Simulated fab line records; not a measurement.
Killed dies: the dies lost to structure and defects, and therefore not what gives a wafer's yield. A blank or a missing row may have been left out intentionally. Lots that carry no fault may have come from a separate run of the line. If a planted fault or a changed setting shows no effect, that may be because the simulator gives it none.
fab line records | flow n5Finfet
record: lots: 6 | wafers: 17 | lastDay: 18
route steps=1938 shown BEOL_M2@891 BEOL_M4@1111
lots that met no fault: taken from a fault-free run of the same line
startH: start of the lot's first displayed wafer, in hours after the record's first day | waitH: hours since the lot's step before | " repeats the value in the row above | L1.1+2: a single row standing in for several wafers | - no value, or no start was given | * or withheld: withheld | < > ~ a bound
route shown NAME@n: NAME is a module with steps in the file, n the number in the route of the first one | usual: average and standard deviation across the fault-free wafers | same: alike in all rows | chamber/n: place in a boat | sites: per-site readings | _std_site: the values' standard deviation | _edge_site: outer sites' mean less inner sites' | radiusMm: for every site, how far away it sits from the centre of the wafer | mask NAME#n: copy n | behind: the last tool/chamber to shape the wafer | hold: reason for holding the lot/hours on hold/outcome of the hold | device: names the non-switching transistor (n, p or np) | end of line: the tests these same wafers got at the end of their route | a step without rows: its recipe alone | killed: count of dies lost to structure and defects at first sort (not the wafer's yield) | map: a wafer's dies, marking killed ones x, the rest . and places with no die _
set.NAME: setting as actually run; set.NAME@STEP: the setting as run at that earlier step | model.NAME: the simulator's own value behind a step, which no gauge read
a table for each step, a row for each wafer; lots at some steps of the route
services: when a tool's chamber went out of use (startH, in hours from the record's first day, below 0 if earlier), for how many hours, and the reason
== steps ==
step: N5_BEOL_M2_ETCH_41
recipe: chemistry: CH3F/O2 | target: SiCN | targetDepthA: 299 | taperDeg: 2 | timeS: 52.5 | ionEnergyEv: 120 | maskMaterial: TiN | pressureMtorr: 30 | sourceW: 395 | biasW: 75 | Ar_flow_sccm: 150 | CH3F_flow_sccm: 30 | O2_flow_sccm: 20
usual: chamberPressureMTorr: 30.003/0.027 | drypumpMotorCurrentA: 5.7/0.47 | oesProductAu: 0.80/0.065 | rfVppV: 297.0/1.7 | showerheadPlenumPTorr: 1.99/0.069 | throttleValvePct: 16.29/0.14
lot.wafer | tool       | chamber | startH | waitH | chamberPressureMTorr | drypumpMotorCurrentA | oesProductAu | rfHoursCounterH | rfVppV | showerheadPlenumPTorr | throttleValvePct
L508.2    | rieDiel-02 | 2       | -      | -     | 29.998               | 5.7                  | 0.89         | 37              | 296.2  | 1.96                  | 16.36
L508.4    | "          | 3       | "      | "     | 29.995               | 5.9                  | 0.77         | 124             | 299.3  | 2.10                  | 16.03
L508.6    | "          | 1       | "      | "     | 29.999               | 6.2                  | 0.76         | -               | 295.5  | 1.93                  | 16.41
L511.1    | rieDiel-04 | 2       | -      | -     | 29.987               | 4.7                  | 0.87         | 38              | 299.9  | 2.03                  | 16.00
L511.2    | "          | 0       | "      | "     | 29.977               | 6.1                  | 0.88         | 32              | 296.2  | 1.97                  | 16.24
L511.4    | "          | 3       | "      | "     | 29.967               | 5.5                  | 0.84         | 48              | 296.5  | 2.06                  | 16.33
L519.4    | rieDiel-02 | 3       | -      | -     | 30.052               | 5.9                  | 0.75         | 149             | 299.9  | 2.09                  | 16.08
L519.5    | "          | 2       | "      | "     | 30.007               | 5.7                  | 0.86         | -               | 294.7  | 1.95                  | 16.41
L519.6    | "          | 3       | "      | "     | 29.923               | 5.9                  | 0.75         | -               | 300.3  | 2.09                  | 16.08
L520.3    | rieDiel-01 | 1       | -      | -     | 29.963               | 5.0                  | 0.91         | 13              | 298.8  | 2.13                  | 16.15
L520.5    | "          | 3       | "      | "     | 29.996               | 6.2                  | 0.76         | -               | 295.9  | 1.93                  | 16.30
L522.1    | rieDiel-02 | 0       | -      | -     | 30.018               | 5.2                  | 0.68         | 217             | 296.8  | 1.99                  | 16.50
L522.2    | "          | 1       | "      | "     | 30.005               | 6.1                  | 0.74         | 164             | 294.5  | 1.92                  | 16.47
L522.5    | "          | 1       | "      | "     | 29.977               | 6.1                  | 0.74         | -               | 293.9  | 1.92                  | 16.48
L527.1    | rieDiel-04 | 2       | -      | -     | 29.989               | 4.7                  | 0.84         | 75              | 299.1  | 2.02                  | 16.09
L527.2    | "          | 1       | "      | "     | 30.034               | 5.4                  | 0.73         | 170             | 296.5  | 1.91                  | 16.34
L527.6    | "          | 1       | "      | "     | 30.009               | 5.4                  | 0.74         | -               | 295.4  | 1.90                  | 16.35
step: N5_BEOL_M2_STRIP_97
recipe: chemistry: N2/H2 | timeS: 10 | powerW: 450 | tempC: 40 | pressureMtorr: 20 | rfFrequencyHz: 6e+07 | biasPowerW: 7 | n2FlowSccm: 200 | h2FlowSccm: 200
usual: chamberPressureMTorr: 19.999/0.02 | drypumpMotorCurrentA: 5.7/0.47 | oesProductAu: 0.80/0.066 | rfVppV: 59.0/0.81 | showerheadPlenumPTorr: 2.52/0.087 | throttleValvePct: 23.6/0.35
lot.wafer | tool       | chamber | startH | waitH | chamberPressureMTorr | drypumpMotorCurrentA | oesProductAu | rfHoursCounterH | rfVppV | showerheadPlenumPTorr | throttleValvePct
L508.2    | rieDiel-02 | 2       | -      | -     | 20.005               | 5.7                  | 0.90         | 37              | 59.5   | 2.50                  | 24.3
L508.4    | "          | 3       | "      | "     | 19.993               | 5.9                  | 0.77         | 124             | 59.1   | 2.66                  | 23.3
L508.6    | "          | 1       | "      | "     | 19.995               | 6.1                  | 0.78         | -               | 58.3   | 2.43                  | 23.4
L511.1    | rieDiel-04 | 2       | -      | -     | 20.008               | 4.7                  | 0.89         | 38              | 59.7   | 2.59                  | 23.3
L511.2    | "          | 0       | "      | "     | 20.000               | 6.1                  | 0.88         | 32              | 57.7   | 2.47                  | 23.4
L511.4    | "          | 3       | "      | "     | 20.006               | 5.5                  | 0.84         | 48              | 58.9   | 2.56                  | 23.3
L519.4    | rieDiel-02 | 3       | -      | -     | 20.022               | 5.9                  | 0.75         | 149             | 58.2   | 2.65                  | 23.3
L519.5    | "          | 2       | "      | "     | 19.992               | 5.7                  | 0.86         | -               | 57.8   | 2.49                  | 24.3
L519.6    | "          | 3       | "      | "     | 20.019               | 5.9                  | 0.76         | -               | 59.0   | 2.65                  | 23.3
L520.3    | rieDiel-01 | 1       | -      | -     | 19.992               | 5.0                  | 0.92         | 13              | 60.5   | 2.69                  | 23.4
L520.5    | "          | 3       | "      | "     | 20.019               | 6.2                  | 0.77         | -               | 59.1   | 2.44                  | 23.5
L522.1    | rieDiel-02 | 0       | -      | -     | 20.004               | 5.2                  | 0.69         | 217             | 59.6   | 2.51                  | 23.8
L522.2    | "          | 1       | "      | "     | 20.000               | 6.1                  | 0.75         | 164             | 57.7   | 2.41                  | 23.4
L522.5    | "          | 1       | "      | "     | 19.976               | 6.1                  | 0.74         | -               | 60.0   | 2.41                  | 23.4
L527.1    | rieDiel-04 | 2       | -      | -     | 20.027               | 4.7                  | 0.84         | 75              | 58.6   | 2.57                  | 23.3
L527.2    | "          | 1       | "      | "     | 19.970               | 5.4                  | 0.72         | 170             | 59.3   | 2.44                  | 24.3
L527.6    | "          | 1       | "      | "     | 20.050               | 5.4                  | 0.73         | -               | 58.7   | 2.44                  | 24.3
step: N5_BEOL_M2_OCD_MEAS_38
usual: trenchDepthNm: 55.3/0.78
lot.wafer | tool   | chamber | startH | waitH | trenchDepthNm
L508.2    | ocd-01 | -       | 148.48 | -     | 56.8
L508.4    | "      | -       | "      | "     | 56.2
L508.6    | "      | -       | "      | "     | 55.0
L511.1    | ocd-01 | -       | 169.59 | -     | 56.0
L511.2    | "      | -       | "      | "     | 57.1
L511.4    | "      | -       | "      | "     | 55.3
L519.4    | ocd-02 | -       | 218.09 | -     | 55.1
L519.5    | "      | -       | "      | "     | 56.2
L519.6    | "      | -       | "      | "     | 54.8
L520.3    | ocd-01 | -       | 220.81 | -     | 56.5
L520.5    | "      | -       | "      | "     | 54.2
L522.1    | ocd-02 | -       | 237.73 | -     | 55.5
L522.2    | "      | -       | "      | "     | 54.9
L522.5    | "      | -       | "      | "     | 55.8
L527.1    | ocd-01 | -       | 262.22 | -     | 54.7
L527.2    | "      | -       | "      | "     | 54.2
L527.6    | "      | -       | "      | "     | 54.0
step: N5_BEOL_M2_HM_STRIP_39
recipe: chemistry: peroxideTinStrip | material: TiN | targetDepthA: 250 | tempC: 50 | timeS: 158
step: N5_BEOL_M2_SRD_40
recipe: timeS: 30 | tempC: 23 | rinseLiquid: diw | dry: ipaMarangoni
step: N5_BEOL_M2_PRECLEAN_42
recipe: chemistry: residueRemover | timeS: 60 | tempC: 40
step: N5_BEOL_M2_SRD_43
recipe: timeS: 30 | tempC: 23 | rinseLiquid: diw | dry: ipaMarangoni
step: N5_BEOL_M2_CD_MEAS_35
recipe: targetCdNm: 18 | targetCdYNm: 22.2 | polarity: opening
usual: cdNm: 17.9/0.33
lot.wafer | tool     | chamber | startH | waitH | cdNm
L508.2    | cdSem-03 | -       | 148.63 | 0.0   | 18.0
L508.4    | "        | -       | "      | "     | 18.2
L508.6    | "        | -       | "      | "     | 17.7
L511.1    | cdSem-03 | -       | 169.75 | 0.0   | 17.7
L511.2    | "        | -       | "      | "     | 17.8
L511.4    | "        | -       | "      | "     | 18.0
L519.4    | cdSem-02 | -       | 218.25 | 0.0   | 17.6
L519.5    | "        | -       | "      | "     | 17.7
L519.6    | "        | -       | "      | "     | 18.2
L520.3    | cdSem-03 | -       | 220.96 | 0.0   | 17.8
L520.5    | "        | -       | "      | "     | 17.8
L522.1    | cdSem-02 | -       | 237.89 | 0.0   | 18.3
L522.2    | "        | -       | "      | "     | 17.2
L522.5    | "        | -       | "      | "     | 17.4
L527.1    | cdSem-01 | -       | 262.37 | 0.0   | 17.8
L527.2    | "        | -       | "      | "     | 17.5
L527.6    | "        | -       | "      | "     | 17.3
step: N5_BEOL_M2_DEGAS_44
recipe: ambient: vacuum | tempC: 250 | timeS: 60
step: N5_BEOL_M2_PRE_CLEAN_45
recipe: gas: H2/He | timeS: 30 | tempC: 250
usual: heaterPowerW: 333/36
lot.wafer | tool          | chamber | startH | waitH | heaterPowerW
L508.2    | pvdSputter-03 | -       | 149.02 | 0.0   | 405
L508.4    | "             | -       | "      | "     | 321
L508.6    | "             | -       | "      | "     | 314
L511.1    | pvdSputter-01 | -       | 170.03 | 0.0   | 355
L511.2    | "             | -       | "      | "     | 342
L511.4    | "             | -       | "      | "     | 304
L519.4    | pvdSputter-03 | -       | 218.34 | 0.0   | 311
L519.5    | "             | -       | "      | "     | 306
L519.6    | "             | -       | "      | "     | 311
L520.3    | pvdSputter-01 | -       | 221.41 | 0.0   | 303
L520.5    | "             | -       | "      | "     | 301
L522.1    | pvdSputter-02 | -       | 238.01 | 0.0   | 337
L522.2    | "             | -       | "      | "     | 289
L522.5    | "             | -       | "      | "     | 320
L527.1    | pvdSputter-01 | -       | 262.46 | 0.0   | 349
L527.2    | "             | -       | "      | "     | 315
L527.6    | "             | -       | "      | "     | 317
step: N5_BEOL_M2_ALD_84
recipe: material: TaN | targetThkA: * | tempC: 275 | aldPrecursorFamily: PDMAT | aldCoReactant: NH3 | pressureTorr: 3 | carrierFlowSccm: 1500 | pulseTimeS: 2 | purgeTimeS: 3 | coReactantPurgeTimeS: 2 | coReactantPulseTimeS: 3 | aldCycles: 30 | precursorVesselTempC: 75 | precursorVesselPressureTorr: 26.25 | precursorVesselCarrierSccm: 1000
usual: heaterPowerW: 398/36
same: coReactantPulseTimeS: 3
lot.wafer | tool        | chamber | startH | waitH | heaterPowerW | sinceWetCleanH
L508.2    | aldMetal-02 | 3       | 149.08 | 0.0   | 429          | 4427
L508.4    | "           | 0       | "      | "     | 484          | 4427
L508.6    | "           | 0       | "      | "     | 487          | -
L511.1    | aldMetal-04 | 0       | 170.09 | 0.0   | 350          | 1371
L511.2    | "           | 1       | "      | "     | 405          | 1371
L511.4    | "           | 2       | "      | "     | 415          | 1371
L519.4    | aldMetal-02 | 2       | 218.40 | 0.0   | 370          | 4497
L519.5    | "           | 3       | "      | "     | 439          | -
L519.6    | "           | 0       | "      | "     | 480          | -
L520.3    | aldMetal-02 | 1       | 221.47 | 0.0   | 378          | 4500
L520.5    | "           | 2       | "      | "     | 368          | -
L522.1    | aldMetal-02 | 2       | 238.16 | 0.1   | 374          | 4516
L522.2    | "           | 3       | "      | "     | 430          | 4516
L522.5    | "           | 0       | "      | "     | 481          | -
L527.1    | aldMetal-04 | 0       | 262.55 | 0.1   | 341          | 1464
L527.2    | "           | 1       | "      | "     | 403          | 1464
L527.6    | "           | 0       | "      | "     | 340          | -
step: N5_BEOL_M2_SURFACE_TREAT_85
recipe: gas: Ar | timeS: * | ionEnergyEv: * | ionCurrentMaCm2: 0.5 | pressureMtorr: * | arFlowSccm: 30
usual: throttleValvePct: *
lot.wafer | tool          | chamber | startH | waitH | throttleValvePct
L508.2    | pvdSputter-03 | -       | 149.40 | 0.2   | *
L508.4    | "             | -       | "      | "     | *
L508.6    | "             | -       | "      | "     | *
L511.1    | pvdSputter-01 | -       | 170.39 | 0.2   | *
L511.2    | "             | -       | "      | "     | *
L511.4    | "             | -       | "      | "     | *
L519.4    | pvdSputter-02 | -       | 218.73 | 0.2   | *
L519.5    | "             | -       | "      | "     | *
L519.6    | "             | -       | "      | "     | *
L520.3    | pvdSputter-01 | -       | 221.73 | 0.2   | *
L520.5    | "             | -       | "      | "     | *
L522.1    | pvdSputter-02 | -       | 238.61 | 0.4   | *
L522.2    | "             | -       | "      | "     | *
L522.5    | "             | -       | "      | "     | *
L527.1    | pvdSputter-03 | -       | 262.80 | 0.1   | *
L527.2    | "             | -       | "      | "     | *
L527.6    | "             | -       | "      | "     | *
step: N5_BEOL_M2_CVD_47
recipe: material: Co | targetThkA: 30 | tempC: withheld | precursor: CCTBA/H2 | pressureTorr: 30 | timeS: 223.8
usual: runLengthS: 246.7/0.5
lot.wafer | tool     | chamber | startH | waitH | runLengthS | sinceWetCleanH
L508.2    | cvdCo-01 | 1       | 149.48 | 0.1   | 246.9      | 13
L508.4    | "        | 0       | "      | "     | 246.3      | -
L508.6    | "        | 2       | "      | "     | 246.9      | -
L511.1    | cvdCo-02 | 1       | 170.46 | 0.1   | 247.6      | 1149
L511.2    | "        | 0       | "      | "     | 247.3      | 712
L511.4    | "        | 2       | "      | "     | 246.6      | -
L519.4    | cvdCo-02 | 0       | 218.88 | 0.1   | 249.2      | -
L519.5    | "        | 2       | "      | "     | 245.8      | -
L519.6    | "        | 1       | "      | "     | 246.9      | -
L520.3    | cvdCo-02 | 0       | 221.88 | 0.1   | 249.4      | 763
L520.5    | "        | 2       | "      | "     | 246.4      | -
L522.1    | cvdCo-01 | 0       | 238.68 | 0.0   | 246.3      | 999
L522.2    | "        | 1       | "      | "     | 246.7      | 102
L522.5    | "        | 0       | "      | "     | 246.1      | -
L527.1    | cvdCo-01 | 2       | 262.89 | 0.1   | 247.1      | 564
L527.2    | "        | 0       | "      | "     | 246.3      | 1023
L527.6    | "        | 1       | "      | "     | 246.6      | -
step: N5_BEOL_M2_SPUTTER_48
recipe: material: Cu | targetThkA: 45 | tempC: -20 | chamberPressurePa: 0.07 | powerW: withheld | timeS: 8.29
step: N5_BEOL_M4_RC_MEAS_101
usual: DIBL_N: 36.0/2 | DIBL_P: 36.2/2.2 | IOFF_N: 0.16/0.034 | IOFF_P: 0.21/0.04 | ION_N: 675/12 | ION_P: 463/7.2 | SS_N: 71.6/0.6 | SS_P: 73.3/0.67 | VT_N: 250/3 | VT_P: -251/3.4
lot.wafer | tool      | chamber | startH | waitH | DIBL_N[mV/V] | DIBL_P[mV/V] | IOFF_N[nA/um] | IOFF_P[nA/um] | ION_N[uA/um] | ION_P[uA/um] | SS_N[mV/dec] | SS_P[mV/dec] | VT_N[mV] | VT_P[mV]
L508.2    | prober-01 | 0       | 178.76 | 0.2   | 34.6         | 34.8         | 0.15          | 0.20          | 684          | 464          | 70.9         | 73.5         | 251      | -249
L508.4    | "         | 0       | "      | "     | 35.3         | 35.7         | 0.15          | 0.21          | 678          | 462          | 71.7         | 73.5         | 252      | -247
L508.6    | "         | 0       | "      | "     | 35.3         | 36.3         | 0.16          | 0.21          | 678          | 464          | 71.3         | 73.9         | 251      | -250
L511.1    | prober-02 | 0       | 198.04 | 0.0   | 36.6         | 36.0         | 0.16          | 0.19          | 676          | 453          | 71.6         | 73.0         | 251      | -252
L511.2    | "         | 0       | "      | "     | 38.2         | 39.2         | 0.20          | 0.22          | 701          | 466          | 72.3         | 73.4         | 247      | -251
L511.4    | "         | 0       | "      | "     | 38.3         | 38.1         | 0.19          | 0.21          | 691          | 465          | 72.0         | 73.6         | 247      | -250
L519.4    | prober-01 | 0       | 245.66 | 0.5   | 35.2         | 37.1         | 0.16          | 0.24          | 673          | 468          | 70.8         | 73.5         | 250      | -244
L519.5    | "         | 0       | "      | "     | 35.5         | 36.8         | 0.16          | 0.23          | 680          | 465          | 70.9         | 73.3         | 250      | -249
L519.6    | "         | 0       | "      | "     | 35.8         | 38.0         | 0.17          | 0.25          | 685          | 474          | 71.6         | 73.7         | 249      | -249
L520.3    | prober-01 | 0       | 250.11 | 0.3   | 35.9         | 37.2         | 0.17          | 0.23          | 676          | 468          | 71.1         | 72.7         | 250      | -248
L520.5    | "         | 0       | "      | "     | 39.6         | 41.7         | 0.26          | 0.33          | 688          | 481          | 72.7         | 74.7         | 242      | -241
L522.1    | prober-01 | 0       | 267.96 | 0.0   | 36.1         | 36.0         | 0.18          | 0.25          | 689          | 479          | 71.2         | 72.8         | 247      | -245
L522.2    | "         | 0       | "      | "     | 38.2         | 38.0         | 0.21          | 0.28          | 687          | 474          | 72.2         | 73.9         | 244      | -247
L522.5    | "         | 0       | "      | "     | 37.3         | 36.0         | 0.19          | 0.26          | 684          | 476          | 71.7         | 73.3         | 250      | -246
L527.1    | prober-02 | 0       | 308.93 | 0.0   | 38.3         | 37.7         | 0.18          | 0.22          | 672          | 460          | 71.9         | 73.9         | 252      | -249
L527.2    | "         | 0       | "      | "     | 36.7         | 36.8         | 0.16          | 0.21          | 687          | 472          | 72.0         | 73.7         | 250      | -248
L527.6    | "         | 0       | "      | "     | 37.5         | 37.7         | 0.17          | 0.23          | 670          | 466          | 72.0         | 74.0         | 253      | -251
== services ==
tool        | chamber | startH | hours | kind
rieDiel-02  | 0       | 128.23 | 12.0  | repair
rieDiel-04  | -       | 131.45 | 0.3   | repair
aldMetal-04 | -       | 137.10 | 0.7   | repair
rieDiel-01  | 1       | 162.05 | -     | clean
rieDiel-01  | 1       | 162.05 | -     | consumableReplace:focusRing
rieDiel-01  | 1       | 162.05 | -     | consumableReplace:showerhead
rieDiel-01  | 1       | 162.05 | 22.6  | scheduledDown
rieDiel-01  | 1       | 162.05 | 22.6  | ventCycle
rieDiel-01  | -       | 196.61 | 0.9   | repair
rieDiel-04  | 3       | 198.02 | 17.3  | repair
rieDiel-02  | 2       | 220.41 | 6.5   | repair
rieDiel-04  | 1       | 221.06 | 3.8   | repair
cvdCo-01    | 2       | 231.13 | 12.4  | repair
rieDiel-01  | 2       | 231.74 | 9.0   | repair
aldMetal-04 | 3       | 248.32 | 174.3 | repair
== key ==
firstSign: step: N5_BEOL_M2_CVD_47 | reading: runLengthS | direction: up | sigmas: 5.2 | usual: * | struck: *
effect none on later readings
metAt N5_BEOL_M2_CVD_47
struckWafers L519.4,L520.3
onsetBetween 170.46 218.88
fault: kind: processParameterDrift | tool: cvdCo-02 | chamber: - | onsetH: 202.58 | steps: N5_BEOL_M2_CVD_47 | channel: timeS | offset: * | shape: step | endH: 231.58 | scope: struckWafersOnly | actsIn: * | stated: *
